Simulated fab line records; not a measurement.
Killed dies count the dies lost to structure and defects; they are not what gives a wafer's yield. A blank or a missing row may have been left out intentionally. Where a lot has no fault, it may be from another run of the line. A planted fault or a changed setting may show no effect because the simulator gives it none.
Chamber matching || flow n5_finfet || N5_MOL_CONTACT_COAG_ETCH_105 on rie_diel-01 has 4 sister chambers
The step etches SiARC in CF4, target depth 15.6 nm, time 26 s. 8 wafers are shown with their chamber, then 9 later ones without.

== WAFERS WITH THEIR CHAMBER ==
{"wafer": "L081.1", "chamber": 2, "drypump_motor_current_A (A)": 5.5, "throttle_valve_pct (%)": 15.47}
{"wafer": "L081.6", "chamber": 0, "drypump_motor_current_A (A)": 6.2, "throttle_valve_pct (%)": 15.43}
{"wafer": "L082.1", "chamber": 3, "drypump_motor_current_A (A)": 6.4, "throttle_valve_pct (%)": 15.35}
{"wafer": "L082.3", "chamber": 1, "drypump_motor_current_A (A)": 6.0, "throttle_valve_pct (%)": 15.89}
{"wafer": "L082.6", "chamber": 3, "drypump_motor_current_A (A)": 6.4, "throttle_valve_pct (%)": 15.36}
{"wafer": "L083.1", "chamber": 0, "drypump_motor_current_A (A)": 6.2, "throttle_valve_pct (%)": 15.44}
{"wafer": "L083.2", "chamber": 2, "drypump_motor_current_A (A)": 5.5, "throttle_valve_pct (%)": 15.48}
{"wafer": "L083.5", "chamber": 1, "drypump_motor_current_A (A)": 5.9, "throttle_valve_pct (%)": 15.89}

== WAFERS WHOSE CHAMBER IS MISSING ==
{"wafer": "L086.3", "drypump_motor_current_A (A)": 6.2, "throttle_valve_pct (%)": 15.46}
{"wafer": "L086.5", "drypump_motor_current_A (A)": 6.2, "throttle_valve_pct (%)": 15.46}
{"wafer": "L086.6", "drypump_motor_current_A (A)": 6.0, "throttle_valve_pct (%)": 15.90}
{"wafer": "L090.2", "drypump_motor_current_A (A)": 6.4, "throttle_valve_pct (%)": 15.40}
{"wafer": "L090.3", "drypump_motor_current_A (A)": 5.6, "throttle_valve_pct (%)": 15.50}
{"wafer": "L090.6", "drypump_motor_current_A (A)": 5.6, "throttle_valve_pct (%)": 15.49}
{"wafer": "L097.2", "drypump_motor_current_A (A)": 6.4, "throttle_valve_pct (%)": 15.42}
{"wafer": "L097.3", "drypump_motor_current_A (A)": 5.6, "throttle_valve_pct (%)": 15.56}
{"wafer": "L097.6", "drypump_motor_current_A (A)": 6.2, "throttle_valve_pct (%)": 15.52}

== CHAMBER TAKEN BY EACH ==
{"wafer": "L086.3", "from the rows above": 0, "in truth": 0}
{"wafer": "L086.5", "from the rows above": 0, "in truth": 0}
{"wafer": "L086.6", "from the rows above": 1, "in truth": 1}
{"wafer": "L090.2", "from the rows above": "can't be placed: 3 or 0", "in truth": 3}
{"wafer": "L090.3", "from the rows above": 2, "in truth": 2}
{"wafer": "L090.6", "from the rows above": 2, "in truth": 2}
{"wafer": "L097.2", "from the rows above": 0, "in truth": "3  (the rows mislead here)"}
{"wafer": "L097.3", "from the rows above": 2, "in truth": 2}
{"wafer": "L097.6", "from the rows above": 0, "in truth": 0}
Correct placement for 7 of the 9. Cannot be placed on the basis of these rows: 1; the candidates contain the true chamber in 1. Number placed wrongly: 1.
How it was worked out, from the rows above alone: a wafer's distance from a chamber is the root of the sum, over the readings, of the square of ((its reading less the chamber's mean) divided by the reading's scatter). If the next closest chamber is less than 2 further off than the closest, the wafer can't be placed; otherwise it belongs to the closest. A chamber's mean is the mean of its shown wafers. The scatter: take each reading less its chamber's mean, square it, sum over the shown wafers, divide by the number of wafers less the number of chambers, and take the root.
